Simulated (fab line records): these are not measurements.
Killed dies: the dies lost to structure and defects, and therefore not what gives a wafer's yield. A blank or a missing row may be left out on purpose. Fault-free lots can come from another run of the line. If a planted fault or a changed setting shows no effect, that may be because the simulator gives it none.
Struck lot and sound lot, side by side -- flow n5Finfet -- 37 out of 1938 route steps
Sound: these wafers, L628.1, L628.4, L628.6. Struck: wafers L634.2, L634.6. (L634.4 of the same lot was not struck and is left out.) The cause comes at the end.
Each step with rows lists, per side, the tool, then ch with its chambers, then its first start. Under that, the readings that differ: sound wafers -- struck wafers -- difference of the means -- sigmas: that difference in standard deviations of wafers without a fault.
alike: readings with means less than 2 such deviations apart, plus words and numbers identical on both sides. not compared: withheld readings, readings lacking a value on some wafer, bounds such as >300 that could conceal the same value, and numbers that have no deviation in the record and whose values overlap.
Wherever a step has rows on one side only, a row that says differs or no value, or a row with sigmas, the two part there. Numbers that have no deviation but don't overlap get no sigmas and don't part them. Lack of a reading on every wafer of one side parts them only where that side has two or more wafers.

first, 9 steps without rows for these wafers: N5_BEOL_M14_PRE_CLEAN_42 (time 30 s); N5_BEOL_M14_SPUTTER_43 (material TaN, target thk 15 nm, time 24.19 s); N5_BEOL_M14_SPUTTER_44 (material Ta, target thk 15 nm, time 24.19 s); N5_BEOL_M14_SPUTTER_45 (material Cu, target thk 100 nm, time 16.67 s); N5_BEOL_M14_ECD_47 (material Cu, target thk 1248 nm); N5_BEOL_M14_ANNEAL_48 (time 90 s); N5_BEOL_M14_CMP_49 (polishes, stops on SiO2, t overpolish 5.2 s, target thk 560 nm); N5_BEOL_M14_PRE_CLEAN_52 (time 15 s); N5_BEOL_M14_DEP_53 (deposits SiCN from 3MS/NH3, target thk 50 nm, time 17.8 s).
N5_BEOL_M15_ILD_DEP_00: deposits SiO2 from TEOS/O2, target thk 1629.3 nm, time 346.1 s.
  sound on pecvd-02 ch 1,2, day 16 15:04; struck on pecvd-02 ch 1, day 18 04:04
reading,sound,struck,difference,sigmas
runLengthS (s),389.1 389.1 388.8,548.7 549.0,+159.9,+99 or more
model.SiO2_of_BEOL_M15_ILD_DEP_00.thkNm (nm),1616 1656 1678,2359 2404,+732,
  alike: heaterPowerOuterW, heaterPowerW, showerheadPlenumPTorr, throttleValvePct
N5_BEOL_M15_THK_MEAS_01:
  sound on filmMetro-01, day 16 15:19; struck on filmMetro-02, day 18 04:20
reading,sound,struck,difference,sigmas
M15_ILD_THK (nm),1616 1658 1679,2361 2403,+731,+38
then, 10 steps without rows for these wafers: N5_BEOL_M15_COAT_58 (time 60 s, resist thk 89 nm); N5_BEOL_M15_COAT_04 (resist thk 800 nm); N5_BEOL_M15_EBR_06; N5_BEOL_M15_SOFTBAKE_05 (time 60 s); N5_BEOL_M15_EXPOSE_07 (exposes mask V14); N5_BEOL_M15_PEB_08 (peb time 90 s); N5_BEOL_M15_DEVELOP_09 (develop time 45 s); N5_BEOL_M15_HARDBAKE_14 (time 120 s); N5_BEOL_M15_DESCUM_15 (chemistry O2, time 7.9 s); N5_BEOL_M15_ETCH_59 (etches BARC in N2/H2, target depth 89 nm, overetch 26.7 nm, time 67.9 s).
N5_BEOL_M15_VIA_ETCH_16: etches SiO2 in C4F8/O2/Ar, target depth 1792.2 nm.
  sound on rieDiel-02 ch 0,2, day 16 15:56; struck on rieDiel-02 ch 1,3, day 18 04:56
reading,sound,struck,difference,sigmas
model.etch.depthNm (nm),1616 1656 1678,2359 2404,+732,
model.coat_of_BEOL_M15_COAT_04.thkNm (nm),337 321.4 319.8,156.2 148.6,-173.7,
  alike: drypumpMotorCurrentA, oes_o_777_au, oesProductAu, rfVppV, showerheadPlenumPTorr, throttleValvePct
then, 4 steps without rows for these wafers: N5_BEOL_M15_STRIP_63 (strips in O2); N5_BEOL_M15_STRIP_64 (strips in O2); N5_BEOL_M15_STRIP_65 (strips in post etch residue remover, time 60 s); N5_BEOL_M15_SRD_66 (time 30 s, dry time 30 s).
N5_BEOL_M15_CD_MEAS_17: target cd 360 nm.
  sound on cdSem-03, day 16 16:20; struck on cdSem-03, day 18 05:21
reading,sound,struck,difference,sigmas
cdNm (nm),359.0 362.2 362.3,366.4 367.5,+5.8,+4
then, 9 steps without rows for these wafers: N5_BEOL_M15_COAT_56 (time 60 s, resist thk 550 nm); N5_BEOL_M15_ETCH_57 (etches SOC in N2/H2, time 750 s); N5_BEOL_M15_COAT_60 (time 60 s, resist thk 89 nm); N5_BEOL_M15_COAT_22 (resist thk 800 nm); N5_BEOL_M15_EBR_24; N5_BEOL_M15_SOFTBAKE_23 (time 60 s); N5_BEOL_M15_EXPOSE_25 (exposes mask M15, target cd 400 nm); N5_BEOL_M15_PEB_26 (peb time 90 s); N5_BEOL_M15_DEVELOP_27 (develop time 45 s).
N5_BEOL_M15_CMP_49: polishes, stops on SiO2, t overpolish 4.9 s, target thk 850 nm.
  sound on cmp-01 ch 0,1,3, day 16 22:02; struck on cmp-02 ch 0, day 18 12:19
reading,sound,struck,difference,sigmas
model.SiO2_of_BEOL_M15_ILD_DEP_00.thkNm (nm),1538 1578 1601,2281 2324,+730,
  alike: clearingPlatenRpm, motorCurrentA

WHERE THEY PART
Last at N5_BEOL_M15_CD_MEAS_17 as far as this record goes, first at N5_BEOL_M15_ILD_DEP_00. Later steps at which nothing parts them and some readings are alike: N5_BEOL_M15_CMP_49.

WHY: what the simulator had put in
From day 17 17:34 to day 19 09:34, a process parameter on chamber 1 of pecvd-02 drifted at N5_BEOL_M15_ILD_DEP_00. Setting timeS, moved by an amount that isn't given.
